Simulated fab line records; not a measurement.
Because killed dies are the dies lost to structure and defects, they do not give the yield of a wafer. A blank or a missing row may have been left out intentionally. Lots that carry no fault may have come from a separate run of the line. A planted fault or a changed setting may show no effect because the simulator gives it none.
fab line records -- flow n5Finfet
record: lots: 7, wafers: 21
route steps=1938 shown BEOL_M9@1411 BEOL_M10@1500 BEOL_M11@1539 PASSIVATION@1936
startH: the number of hours between the record's first day and the start of the first shown wafer of the lot -- waitH: hours since the lot's step before -- " unchanged from the row above -- L1.1+2: several wafers, shown together as one row -- - either no value or no given start -- * or withheld: withheld -- < > ~ a bound
route shown NAME@n: a module of which the file shows steps, and the number in the route of the first -- usual: mean and standard deviation over wafers with no fault -- same: alike in all rows -- chamber/n: place in a boat -- sites: the reading at each site -- _std_site: their standard deviation -- _edge_site: mean of outer sites minus mean of inner sites -- radiusMm: how far each site lies from the wafer's centre -- mask NAME#n: copy n -- behind: tool/chamber where the wafer was last shaped -- hold: what put the lot on hold/how long, in hours/how the hold closed -- device: which transistor (n, p or np) failed to switch -- end of line: the tests these same wafers got at the end of their route -- a step with no rows: only its recipe -- killed: not the wafer's yield, but the dies lost to structure and defects at the first sort -- map: a wafer's dies, x killed, . not, _ none there
set.NAME: the run value of the setting; set.NAME@STEP: its run value at that earlier step -- model.NAME: the simulator's own value behind a step, which no gauge read
lots run with intentionally changed settings; tables by step, rows by wafer
== steps ==
step: N5_BEOL_M9_EXPOSE_08
recipe: maskId: M9, na: 1.35, sourceShape: dipole, sigmaInner: 0.411, sigmaOuter: 0.611, polarization: te, doseMj: 53.75
lot.wafer,tool,chamber,startH,waitH,mask,set.doseMj
L077.3+5,arfiScanner-01,0,211.38,-,M9#0,53.75
L077.4,arfiScanner-01,0,211.38,-,M9#0,51.87
L078.2,arfiScanner-02,0,240.12,-,M9#0,57.71
L078.5+6,arfiScanner-02,0,240.12,-,M9#0,53.75
L082.1,arfiScanner-01,0,251.57,-,M9#0,56.5
L082.2+5,arfiScanner-01,0,251.57,-,M9#0,53.75
L090.1+3+6,arfiScanner-01,0,293.00,-,M9#0,53.75
L091.1+3,arfiScanner-02,0,302.17,-,M9#0,53.75
L091.4,arfiScanner-02,0,302.17,-,M9#0,51.81
L095.1+3+5,arfiScanner-03,0,328.91,-,M9#0,53.75
L097.1+2+4,arfiScanner-03,0,345.55,-,M9#0,53.75
step: N5_BEOL_M9_PEB_09
recipe: pebTempC: withheld, pebTimeS: 60, resist: CAR-ArF
step: N5_BEOL_M9_DEVELOP_10
recipe: developTimeS: 30, developer: TMAH, resist: CAR-ArF, rinseLiquid: diw, dry: airSpin, devTempC: 23
lot.wafer,tool,chamber,startH,waitH,set.spinRpm@BEOL_M9_COAT_05,model.CAR-ArF_of_BEOL_M9_COAT_05.thkNm
L077.3+4+5,lithoTrack-04,0,-,-,1500,88.4
L078.2,lithoTrack-02,0,-,-,1371,91.8
L078.5,lithoTrack-02,0,-,-,1500,87.8
L078.6,lithoTrack-02,0,-,-,1371,92.2
L082.1,lithoTrack-02,0,-,-,1356,92.8
L082.2,lithoTrack-02,0,-,-,1500,88
L082.5,lithoTrack-02,0,-,-,1500,88.2
L090.1+3,lithoTrack-02,0,-,-,1500,88.4
L090.6,lithoTrack-02,0,-,-,1566,86.6
L091.1,lithoTrack-04,0,-,-,1399,91.6
L091.3,lithoTrack-04,0,-,-,1500,88.8
L091.4,lithoTrack-04,0,-,-,1500,88.6
L095.1+3,lithoTrack-04,0,-,-,1500,88.6
L095.5,lithoTrack-04,0,-,-,1500,89
L097.1,lithoTrack-05,0,-,-,1500,89
L097.2+4,lithoTrack-05,0,-,-,1500,88.8
step: N5_BEOL_M9_CD_MEAS_11
recipe: targetCdNm: 64.1, landingEnergyEv: 500, detector: seInlens, polarity: opening
usual: cdNm: 63.9/0.49
lot.wafer,tool,chamber,startH,waitH,set.doseMj@BEOL_M9_EXPOSE_08,cdNm
L077.3,cdSem-02,0,211.50,-,53.75,63.8
L077.4,cdSem-02,0,211.50,-,51.87,62.3
L077.5,cdSem-02,0,211.50,-,53.75,63.6
L078.2,cdSem-03,0,240.24,-,57.71,67.4
L078.5,cdSem-03,0,240.24,-,53.75,63.7
L078.6,cdSem-03,0,240.24,-,53.75,63.4
L082.1,cdSem-01,0,251.70,-,56.5,66.5
L082.2,cdSem-01,0,251.70,-,53.75,63.8
L082.5,cdSem-01,0,251.70,-,53.75,64.5
L090.1,cdSem-02,0,293.12,-,53.75,64.1
L090.3,cdSem-02,0,293.12,-,53.75,63.5
L090.6,cdSem-02,0,293.12,-,53.75,63.8
L091.1,cdSem-01,0,302.30,-,53.75,63.8
L091.3,cdSem-01,0,302.30,-,53.75,63.8
L091.4,cdSem-01,0,302.30,-,51.81,61.6
L095.1,cdSem-02,0,329.04,-,53.75,63.1
L095.3,cdSem-02,0,329.04,-,53.75,64.1
L095.5,cdSem-02,0,329.04,-,53.75,63.8
L097.1,cdSem-02,0,345.68,-,53.75,64.0
L097.2,cdSem-02,0,345.68,-,53.75,64.0
L097.4,cdSem-02,0,345.68,-,53.75,63.9
step: N5_BEOL_M9_DESCUM_16
recipe: chemistry: O2, timeS: 7.9, sourcePowerW: 50, biasPowerW: 20, pressureMtorr: 20, rfFrequencyHz: 2.712e+07, tempC: 40, resist: CAR-ArF, o2FlowSccm: 225
lot.wafer,tool,chamber,startH,waitH,set.spinRpm@BEOL_M9_COAT_05,model.CAR-ArF_of_BEOL_M9_COAT_05.thkNm
L077.3+4+5,rieDiel-01,"3,2,3",212.13,0.6,1500,83.6
L078.2,rieDiel-05,0,240.44,0.1,1371,87
L078.5,rieDiel-05,1,240.44,0.1,1500,83
L078.6,rieDiel-05,0,240.44,0.1,1371,87.2
L082.1,rieDiel-05,0,251.78,0.0,1356,87.8
L082.2,rieDiel-05,2,251.78,0.0,1500,83.2
L082.5,rieDiel-05,0,251.78,0.0,1500,83.4
L090.1,rieDiel-03,3,293.27,0.1,1500,83.6
L090.3,rieDiel-03,0,293.27,0.1,1500,83.4
L090.6,rieDiel-03,0,293.27,0.1,1566,81.6
L091.1,rieDiel-05,0,302.40,0.0,1399,86.8
L091.3,rieDiel-05,2,302.40,0.0,1500,84
L091.4,rieDiel-05,1,302.40,0.0,1500,83.8
L095.1+3,rieDiel-03,"1,3",329.38,0.3,1500,83.8
L095.5,rieDiel-03,3,329.38,0.3,1500,84
L097.1+2+4,rieDiel-03,"3,2,1",345.77,0.0,1500,84
step: N5_BEOL_M9_ETCH_61
recipe: chemistry: CF4, target: SiARC, targetDepthA: 390, maskMaterial: CAR-ArF, timeS: 65, ionEnergyEv: 80, pressureMtorr: 40, sourceW: 545, biasW: 36, Ar_flow_sccm: 100, cf4FlowSccm: 100, ends: cleared
lot.wafer,tool,chamber,startH,waitH,set.doseMj@BEOL_M9_EXPOSE_08,model.BEOL_M9.cdOffsetNm
L077.3,rieDiel-01,3,212.16,0.0,53.75,-0.4
L077.4,rieDiel-01,2,212.16,0.0,51.87,-1.8
L077.5,rieDiel-01,3,212.16,0.0,53.75,-0.6
L078.2,rieDiel-05,0,240.47,0.0,57.71,3.4
L078.5,rieDiel-05,1,240.47,0.0,53.75,-0.4
L078.6,rieDiel-05,0,240.47,0.0,53.75,-0.8
L082.1,rieDiel-05,0,251.82,0.0,56.5,2.8
L082.2,rieDiel-05,2,251.82,0.0,53.75,0.2
L082.5,rieDiel-05,0,251.82,0.0,53.75,0
L090.1+6,rieDiel-03,"3,0",293.30,0.0,53.75,0.2
L090.3,rieDiel-03,0,293.30,0.0,53.75,-0.2
L091.1,rieDiel-05,0,302.43,0.0,53.75,-0.2
L091.3,rieDiel-05,2,302.43,0.0,53.75,-0.4
L091.4,rieDiel-05,1,302.43,0.0,51.81,-2.4
L095.1,rieDiel-03,1,329.42,0.0,53.75,-0.8
L095.3,rieDiel-03,3,329.42,0.0,53.75,-0.2
L095.5,rieDiel-03,3,329.42,0.0,53.75,-0.6
L097.1+4,rieDiel-03,"3,1",345.80,0.0,53.75,-0.2
L097.2,rieDiel-03,2,345.80,0.0,53.75,0
step: N5_BEOL_M9_ETCH_62
recipe: chemistry: N2/H2, target: SOC, targetDepthA: 1100, overetchA: 220, maskMaterial: SiARC, tempC: 40, timeS: 165, ionEnergyEv: 200, pressureMtorr: 30, sourceW: 840, biasW: 150, n2FlowSccm: 200, h2FlowSccm: 200
lot.wafer,tool,chamber,startH,waitH,set.doseMj@BEOL_M9_EXPOSE_08,model.BEOL_M9.cdOffsetNm
L077.3,rieDiel-01,3,212.21,0.0,53.75,-0.2
L077.4,rieDiel-01,2,212.21,0.0,51.87,-2
L077.5,rieDiel-01,3,212.21,0.0,53.75,-0.6
L078.2,rieDiel-05,0,240.52,0.0,57.71,3.6
L078.5,rieDiel-05,1,240.52,0.0,53.75,-0.4
L078.6,rieDiel-05,0,240.52,0.0,53.75,-0.8
L082.1,rieDiel-05,0,251.87,0.0,56.5,3
L082.2,rieDiel-05,2,251.87,0.0,53.75,0.2
L082.5,rieDiel-05,0,251.87,0.0,53.75,0
L090.1,rieDiel-03,3,293.35,0.0,53.75,-0.2
L090.3,rieDiel-03,0,293.35,0.0,53.75,-0.4
L090.6,rieDiel-03,0,293.35,0.0,53.75,0.2
L091.1+3,rieDiel-05,"0,2",302.48,0.0,53.75,-0.4
L091.4,rieDiel-05,1,302.48,0.0,51.81,-2.6
L095.1+5,rieDiel-03,"1,3",329.47,0.0,53.75,-0.8
L095.3,rieDiel-03,3,329.47,0.0,53.75,-0.4
L097.1,rieDiel-03,3,345.85,0.0,53.75,-0.6
L097.2,rieDiel-03,2,345.85,0.0,53.75,0.2
L097.4,rieDiel-03,1,345.85,0.0,53.75,-0.4
step: N5_BEOL_M9_STRIP_68
recipe: chemistry: N2/H2, tempC: 40, n2FlowSccm: 200, h2FlowSccm: 200, rfFrequencyHz: 6e+07
step: N5_BEOL_M9_STRIP_67
recipe: chemistry: CF4, resist: SiARC, powerW: 300, biasPowerW: 75, pressureMtorr: 50, cf4FlowSccm: 150, rfFrequencyHz: 6e+07
step: N5_BEOL_M9_HM_OPEN_17
recipe: chemistry: Cl2/BCl3, targetDepthA: 200, overetchA: 60, target: TiN, maskMaterial: SOC, ionEnergyEv: 150, pressureMtorr: 10, icpW: 1000, biasW: 126, Cl2_flow_sccm: 53.25, bcl3FlowSccm: 21.75, Ar_flow_sccm: 25
lot.wafer,tool,chamber,startH,waitH,set.doseMj@BEOL_M9_EXPOSE_08,model.BEOL_M9.cdOffsetNm
L077.3,rieMetal-03,1,212.43,0.1,53.75,-0.2
L077.4,rieMetal-03,0,212.43,0.1,51.87,-1.8
L077.5,rieMetal-03,0,212.43,0.1,53.75,-0.6
L078.2,rieMetal-01,0,240.71,0.0,57.71,3.6
L078.5,rieMetal-01,0,240.71,0.0,53.75,-0.6
L078.6,rieMetal-01,1,240.71,0.0,53.75,-1
L082.1,rieMetal-02,1,252.06,0.0,56.5,3
L082.2,rieMetal-02,0,252.06,0.0,53.75,0.2
L082.5,rieMetal-02,1,252.06,0.0,53.75,0
L090.1+3,rieMetal-01,1,293.54,0.0,53.75,-0.2
L090.6,rieMetal-01,0,293.54,0.0,53.75,0.2
L091.1+3,rieMetal-03,"0,1",302.68,0.0,53.75,-0.4
L091.4,rieMetal-03,0,302.68,0.0,51.81,-2.6
L095.1,rieMetal-02,1,329.65,0.0,53.75,-0.8
L095.3,rieMetal-02,1,329.65,0.0,53.75,-0.4
L095.5,rieMetal-02,0,329.65,0.0,53.75,-0.6
L097.1,rieMetal-03,1,346.04,0.0,53.75,-0.6
L097.2,rieMetal-03,0,346.04,0.0,53.75,0.2
L097.4,rieMetal-03,1,346.04,0.0,53.75,-0.4
step: N5_BEOL_M9_STRIP_19
recipe: chemistry: O2, powerW: 400, tempC: 40, pressureMtorr: 30, rfFrequencyHz: 6e+07, biasPowerW: 0, overashFraction: 0.2, o2FlowSccm: 225
step: N5_BEOL_M9_CD_MEAS_18
recipe: pitchNm: 140, targetCdNm: 70
usual: cdNm: 69.8/0.52
lot.wafer,tool,chamber,startH,waitH,set.doseMj@BEOL_M9_EXPOSE_08,cdNm
L077.3,cdSem-01,-,212.79,0.1,53.75,70.1
L077.4,cdSem-01,-,212.79,0.1,51.87,67.9
L077.5,cdSem-01,-,212.79,0.1,53.75,69.3
L078.2,cdSem-03,-,240.91,0.1,57.71,73.7
L078.5,cdSem-03,-,240.91,0.1,53.75,69.4
L078.6,cdSem-03,-,240.91,0.1,53.75,68.8
L082.1,cdSem-01,-,252.30,0.0,56.5,73.1
L082.2,cdSem-01,-,252.30,0.0,53.75,70.2
L082.5,cdSem-01,-,252.30,0.0,53.75,70.4
L090.1,cdSem-02,-,293.81,0.1,53.75,69.8
L090.3,cdSem-02,-,293.81,0.1,53.75,69.9
L090.6,cdSem-02,-,293.81,0.1,53.75,70.1
L091.1,cdSem-01,-,302.93,0.0,53.75,69.5
L091.3,cdSem-01,-,302.93,0.0,53.75,69.5
L091.4,cdSem-01,-,302.93,0.0,51.81,67.4
L095.1,cdSem-02,-,329.83,0.0,53.75,68.9
L095.3,cdSem-02,-,329.83,0.0,53.75,69.3
L095.5,cdSem-02,-,329.83,0.0,53.75,69.5
L097.1,cdSem-01,-,346.23,0.0,53.75,69.6
L097.2,cdSem-01,-,346.23,0.0,53.75,69.8
L097.4,cdSem-01,-,346.23,0.0,53.75,69.6
step: N5_BEOL_M9_COAT_63
recipe: resist: SOC, tempC: 250, timeS: 60, spinRpm: 1500, resistThkNm: 60
step: N5_BEOL_M9_COAT_64
recipe: resist: SiARC, tempC: 220, timeS: 60, spinRpm: 1500, resistThkNm: 12
step: N5_BEOL_M9_PRECLEAN_42
recipe: chemistry: residueRemover, timeS: 60, tempC: 40
step: N5_BEOL_M9_SRD_43
recipe: timeS: 30, tempC: 23, rinseLiquid: diw, dry: ipaMarangoni
step: N5_BEOL_M9_CD_MEAS_35
recipe: targetCdNm: 70, targetCdYNm: 40, polarity: opening
usual: cdNm: 69.9/0.48
lot.wafer,tool,chamber,startH,waitH,set.doseMj@BEOL_M9_EXPOSE_08,cdNm
L077.3,cdSem-01,-,216.44,0.0,53.75,69.8
L077.4,cdSem-01,-,216.44,0.0,51.87,68.5
L077.5,cdSem-01,-,216.44,0.0,53.75,69.6
L078.2,cdSem-02,-,242.10,0.0,57.71,73.5
L078.5,cdSem-02,-,242.10,0.0,53.75,69.5
L078.6,cdSem-02,-,242.10,0.0,53.75,69.3
L082.1,cdSem-02,-,253.46,0.0,56.5,72.9
L082.2,cdSem-02,-,253.46,0.0,53.75,70.3
L082.5,cdSem-02,-,253.46,0.0,53.75,70.2
L090.1,cdSem-01,-,296.35,0.0,53.75,69.6
L090.3,cdSem-01,-,296.35,0.0,53.75,70.0
L090.6,cdSem-01,-,296.35,0.0,53.75,70.3
L091.1,cdSem-02,-,305.54,0.0,53.75,69.9
L091.3,cdSem-02,-,305.54,0.0,53.75,69.8
L091.4,cdSem-02,-,305.54,0.0,51.81,67.5
L095.1,cdSem-02,-,331.16,0.0,53.75,69.1
L095.3,cdSem-02,-,331.16,0.0,53.75,69.7
L095.5,cdSem-02,-,331.16,0.0,53.75,69.5
L097.1,cdSem-03,-,347.42,0.0,53.75,69.5
L097.2,cdSem-03,-,347.42,0.0,53.75,70.2
L097.4,cdSem-03,-,347.42,0.0,53.75,69.5
step: N5_BEOL_M10_PEB_26
recipe: pebTempC: withheld, pebTimeS: 60, resist: CAR-ArF
lot.wafer,tool,chamber,startH,waitH,set.pebTimeS
L077.3+4,lithoTrack-03,0,223.91,0.0,68.99
L077.5,lithoTrack-03,0,223.91,0.0,60
L078.2+5+6,lithoTrack-01,0,250.49,0.1,60
L082.1+5,lithoTrack-02,0,261.84,0.1,60
L082.2,lithoTrack-02,0,261.84,0.1,49.7
L090.1+6,lithoTrack-03,0,304.85,0.1,60
L090.3,lithoTrack-03,0,304.85,0.1,70.63
L091.1+4,lithoTrack-03,0,311.58,0.1,51.05
L091.3,lithoTrack-03,0,311.58,0.1,60
L095.1+3+5,lithoTrack-02,0,337.40,0.1,60
L097.1+2+4,lithoTrack-02,0,354.75,0.1,60
step: N5_BEOL_M10_DEVELOP_27
recipe: developTimeS: 30, developer: TMAH, resist: CAR-ArF, rinseLiquid: diw, dry: airSpin, devTempC: 23
step: N5_BEOL_M10_CD_MEAS_28
recipe: targetCdNm: 70, landingEnergyEv: 500, detector: seInlens, polarity: opening
usual: cdNm: 69.8/0.8
lot.wafer,tool,chamber,startH,waitH,set.pebTimeS@BEOL_M10_PEB_26,cdNm
L077.3,cdSem-01,0,223.98,-,68.99,75.1
L077.4,cdSem-01,0,223.98,-,68.99,75.7
L077.5,cdSem-01,0,223.98,-,60,70.8
L078.2,cdSem-01,0,250.56,-,60,71.3
L078.5,cdSem-01,0,250.56,-,60,69.0
L078.6,cdSem-01,0,250.56,-,60,69.0
L082.1,cdSem-01,0,261.91,-,60,70.3
L082.2,cdSem-01,0,261.91,-,49.7,61.0
L082.5,cdSem-01,0,261.91,-,60,69.5
L090.1,cdSem-01,0,304.92,-,60,70.0
L090.3,cdSem-01,0,304.92,-,70.63,74.7
L090.6,cdSem-01,0,304.92,-,60,69.5
L091.1,cdSem-02,0,311.64,-,51.05,62.0
L091.3,cdSem-02,0,311.64,-,60,69.5
L091.4,cdSem-02,0,311.64,-,51.05,63.2
L095.1,cdSem-03,0,337.47,-,60,70.2
L095.3,cdSem-03,0,337.47,-,60,69.3
L095.5,cdSem-03,0,337.47,-,60,69.8
L097.1,cdSem-01,0,354.81,-,60,69.3
L097.2,cdSem-01,0,354.81,-,60,69.1
L097.4,cdSem-01,0,354.81,-,60,70.9
step: N5_BEOL_M10_VIA_ETCH_34
recipe: chemistry: C4F6/O2, target: SiCOH_lowk, targetDepthA: 1845, maskMaterial: SOC, taperDeg: 4, timeS: 69.2, ionEnergyEv: 250, pressureMtorr: 30, sourceW: 345, biasW: 185, Ar_flow_sccm: 300, C4F6_flow_sccm: 10, O2_flow_sccm: 10
lot.wafer,tool,chamber,startH,waitH,set.timeS,model.etch.depthNm,model.SOC_of_BEOL_M10_COAT_63.thkNm
L077.3,rieDiel-02,0,224.28,0.0,69.2,186.3,91.4
L077.4,rieDiel-02,2,224.28,0.0,84.26,227.3,89.8
L077.5,rieDiel-02,3,224.28,0.0,69.2,177.5,92
L078.2,rieDiel-06,2,250.85,0.0,69.2,183,91.8
L078.5,rieDiel-06,0,250.85,0.0,69.2,182.2,92
L078.6,rieDiel-06,3,250.85,0.0,69.2,186.1,91.4
L082.1,rieDiel-06,0,262.50,0.0,69.2,179.6,92.2
L082.2,rieDiel-06,2,262.50,0.0,69.2,179.6,91.6
L082.5,rieDiel-06,1,262.50,0.0,77.98,205.9,90.4
L090.1,rieDiel-02,2,305.22,0.0,69.2,186,91.8
L090.3,rieDiel-02,1,305.22,0.0,79.4,214.4,90.8
L090.6,rieDiel-02,0,305.22,0.0,69.2,187.3,91.6
L091.1,rieDiel-04,3,311.94,0.0,59.69,159.9,92.6
L091.3,rieDiel-04,2,311.94,0.0,59.69,160.3,92.6
L091.4,rieDiel-04,1,311.94,0.0,59.69,161.3,92.4
L095.1,rieDiel-04,1,337.76,0.0,69.2,187.1,92.4
L095.3,rieDiel-04,2,337.76,0.0,55.65,151,93.6
L095.5,rieDiel-04,3,337.76,0.0,55.65,150.4,93.8
L097.1,rieDiel-06,3,355.11,0.0,69.2,185.4,92.4
L097.2,rieDiel-06,1,355.11,0.0,69.2,180.4,92.2
L097.4,rieDiel-06,2,355.11,0.0,69.2,180.1,92.6
step: N5_BEOL_M11_PECVD_70
recipe: material: SiO2, targetThkA: 200, tempC: 400, precursor: TEOS/O2, pressureTorr: 5.5, rfW: 450, teosFlowSccm: 53.8, gas: O2, flowSccm: 3000, timeS: 22.7
lot.wafer,tool,chamber,startH,waitH,set.tempC,model.SiO2_of_BEOL_M11_PECVD_70.thkNm
L077.3,pecvd-01,2,227.96,0.0,400,20
L077.4,pecvd-01,0,227.96,0.0,405.5,19.6
L077.5,pecvd-01,2,227.96,0.0,405.5,19.4
L078.2,pecvd-03,0,254.35,0.0,400,20
L078.5,pecvd-03,0,254.35,0.0,387.5,22
L078.6,pecvd-03,2,254.35,0.0,387.5,21.8
L082.1+2,pecvd-01,"1,0",266.79,0.0,400,20.4
L082.5,pecvd-01,0,266.79,0.0,400,20.2
L090.1,pecvd-01,1,309.15,0.0,400,19.8
L090.3,pecvd-01,0,309.15,0.0,400,20.4
L090.6,pecvd-01,2,309.15,0.0,392.4,21.4
L091.1,pecvd-01,1,315.05,0.0,400,20
L091.3,pecvd-01,0,315.05,0.0,400,20.2
L091.4,pecvd-01,1,315.05,0.0,416.1,18.2
L095.1,pecvd-03,1,342.17,0.0,400,19.8
L095.3+5,pecvd-03,2,342.17,0.0,415.3,18
L097.1,pecvd-03,2,359.59,0.0,400,20.4
L097.2,pecvd-03,0,359.59,0.0,400,20.2
L097.4,pecvd-03,2,359.59,0.0,400,20.6
step: N5_PASSIVATION_PROBE_49
usual: defectLimitedYield: 91.1/1.3, killedDies: 105/15
lot.wafer,tool,chamber,startH,waitH,set.timeS@PASSIVATION_PASS_ETCH_47,set.timeS@BEOL_M10_VIA_ETCH_34,defectLimitedYield[%],killedDies
L077.3,prober-02,-,278.83,0.1,416.1,69.2,90.3,115
L077.4,prober-02,-,278.88,0.2,385,84.26,90.0,118
L077.5,prober-02,-,278.93,0.2,416.1,69.2,90.2,116
L078.2,prober-01,-,298.54,0.1,385,69.2,88.1,140
L078.5,prober-01,-,298.69,0.2,385,69.2,90.0,118
L078.6,prober-01,-,298.74,0.3,385,69.2,88.7,133
L082.1,prober-02,-,316.88,0.0,385,69.2,91.0,106
L082.2,prober-02,-,316.93,0.1,385,69.2,85.9,166
L082.5,prober-02,-,317.08,0.2,385,77.98,93.7,74
L090.1,prober-02,-,351.94,0.0,385,69.2,57.8,498
L090.3,prober-02,-,352.04,0.1,385,79.4,91.9,95
L090.6,prober-02,-,352.19,0.3,385,69.2,58.6,488
L091.1,prober-02,-,362.75,0.0,385,59.69,90.4,113
L091.3,prober-02,-,362.85,0.1,308.4,59.69,0.8,1171
L091.4,prober-02,-,362.90,0.2,308.4,59.69,5.8,1111
L095.1,prober-01,-,384.49,0.0,358.9,69.2,92.6,87
L095.3,prober-01,-,384.59,0.1,358.9,55.65,79.2,246
L095.5,prober-01,-,384.69,0.2,358.9,55.65,70.1,353
L097.1,prober-01,-,403.74,0.0,385,69.2,90.6,111
L097.2,prober-01,-,403.79,0.1,385,69.2,90.0,118
L097.4,prober-01,-,403.89,0.2,385,69.2,93.0,83
== key ==
split: step: N5_BEOL_M9_EXPOSE_08, setting: doseMj, stated: 53.75, by: wafer
response: step: N5_BEOL_M9_CD_MEAS_11, reading: cdNm, change: +0.509, per: 1%, r: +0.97
response: step: N5_BEOL_M9_ETCH_61, reading: model.BEOL_M9.cdOffsetNm, change: +0.524, per: 1%, r: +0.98
response: step: N5_BEOL_M9_ETCH_62, reading: model.BEOL_M9.cdOffsetNm, change: +0.561, per: 1%, r: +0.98
response: step: N5_BEOL_M9_HM_OPEN_17, reading: model.BEOL_M9.cdOffsetNm, change: +0.568, per: 1%, r: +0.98
response: step: N5_BEOL_M9_CD_MEAS_18, reading: cdNm, change: +0.584, per: 1%, r: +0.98
response: step: N5_BEOL_M9_CD_MEAS_35, reading: cdNm, change: +0.536, per: 1%, r: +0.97
split: step: N5_BEOL_M10_PEB_26, setting: pebTimeS, stated: 60, by: wafer
response: step: N5_BEOL_M10_CD_MEAS_28, reading: cdNm, change: +0.389, per: 1%, r: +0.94
split: step: N5_BEOL_M10_VIA_ETCH_34, setting: timeS, stated: 69.2, by: wafer
response: step: N5_BEOL_M10_VIA_ETCH_34, reading: model.etch.depthNm, change: +1.98, per: 1%, r: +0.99
response: step: N5_BEOL_M10_VIA_ETCH_34, reading: model.SOC_of_BEOL_M10_COAT_63.thkNm, change: -0.0802, per: 1%, r: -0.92
response: step: N5_PASSIVATION_PROBE_49, reading: defectLimitedYield, slope: +1.35, per: 1%, togetherWith: timeS@PASSIVATION_PASS_ETCH_47, explained: 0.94
response: step: N5_PASSIVATION_PROBE_49, reading: killedDies, slope: -15.9, per: 1%, togetherWith: timeS@PASSIVATION_PASS_ETCH_47, explained: 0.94
split: step: N5_BEOL_M11_PECVD_70, setting: tempC, stated: 400, by: wafer
response: step: N5_BEOL_M11_PECVD_70, reading: model.SiO2_of_BEOL_M11_PECVD_70.thkNm, change: -0.513, per: 1%, r: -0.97
split outsideThisFile step=N5_BEOL_M9_COAT_05 setting=spinRpm
split outsideThisFile step=N5_PASSIVATION_PASS_ETCH_47 setting=timeS
split outsideThisFile: this setting was split too, and the file shows its column; the key of that split is in another file
